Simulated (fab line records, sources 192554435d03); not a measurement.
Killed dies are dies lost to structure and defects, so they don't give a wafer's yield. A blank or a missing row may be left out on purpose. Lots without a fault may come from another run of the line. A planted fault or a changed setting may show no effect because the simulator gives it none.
Chamber matching | flow n5_finfet | N5_BEOL_M15_VIA_ETCH_16 on rie_diel-03: 4 sister chambers
The step etches SiO2 in C4F8/O2/Ar, target depth 1792.2 nm. 14 wafers are shown with their chamber, then 7 later ones without.

WAFERS WITH THEIR CHAMBER
wafer  | chamber | drypump_motor_current_A (A) | rf_vpp_V (V) | showerhead_plenum_p_Torr (Torr)
L079.1 | 1       | 6.1                         | 2256         | 3.55
L079.4 | 2       | 5.5                         | 2219         | 3.41
L079.6 | 2       | 5.5                         | 2216         | 3.41
L077.1 | 2       | 5.5                         | 2216         | 3.41
L077.3 | 3       | 6.4                         | 2256         | 3.64
L077.6 | 1       | 6.1                         | 2255         | 3.55
L082.1 | 3       | 6.5                         | 2256         | 3.63
L082.5 | 3       | 6.4                         | 2254         | 3.63
L082.6 | 1       | 6.1                         | 2255         | 3.55
L088.1 | 3       | 6.4                         | 2255         | 3.63
L088.4 | 2       | 5.5                         | 2217         | 3.40
L088.6 | 1       | 6.1                         | 2254         | 3.54
L094.1 | 0       | 5.1                         | 2195         | 3.27
L094.3 | 3       | 6.4                         | 2255         | 3.62

SIGNATURES (means of the wafers above)
reading                  | chamber 0 | chamber 1 | chamber 2 | chamber 3 | scatter within a chamber
drypump_motor_current_A  | 5.100     | 6.100     | 5.500     | 6.420     | 0.0283
rf_vpp_V                 | 2195.00   | 2255.00   | 2217.00   | 2255.20   | 1.04
showerhead_plenum_p_Torr | 3.2700    | 3.5475    | 3.4075    | 3.6300    | 0.00592
Rule: a wafer's distance from a chamber is the root of the sum, over the readings, of the square of ((its reading less the chamber's mean) divided by the reading's scatter). The wafer belongs to the nearest chamber; if the next one is less than 2 further off, it can't be placed. The scatter: the root of (the sum of the squares of (reading less its chamber's mean) over the shown wafers, divided by (wafers less chambers)).

WAFERS WITHOUT THEIR CHAMBER
wafer  | drypump_motor_current_A (A) | rf_vpp_V (V) | showerhead_plenum_p_Torr (Torr)
L094.4 | 6.1                         | 2253         | 3.53
L096.3 | 5.1                         | 2196         | 3.27
L096.4 | 6.1                         | 2254         | 3.53
L096.5 | 5.1                         | 2195         | 3.27
L095.2 | 6.1                         | 2254         | 3.53
L095.3 | 5.2                         | 2195         | 3.27
L095.4 | 6.4                         | 2253         | 3.61

WHICH CHAMBER EACH WENT THROUGH
wafer  | from the rows above | in truth
L094.4 | 1                   | 1
L096.3 | 0                   | 0
L096.4 | 1                   | 1
L096.5 | 0                   | 0
L095.2 | 1                   | 1
L095.3 | 0                   | 0
L095.4 | 3                   | 3
Placed correctly: 7 of 7. Can't be placed from these rows: 0. Placed wrongly: 0.
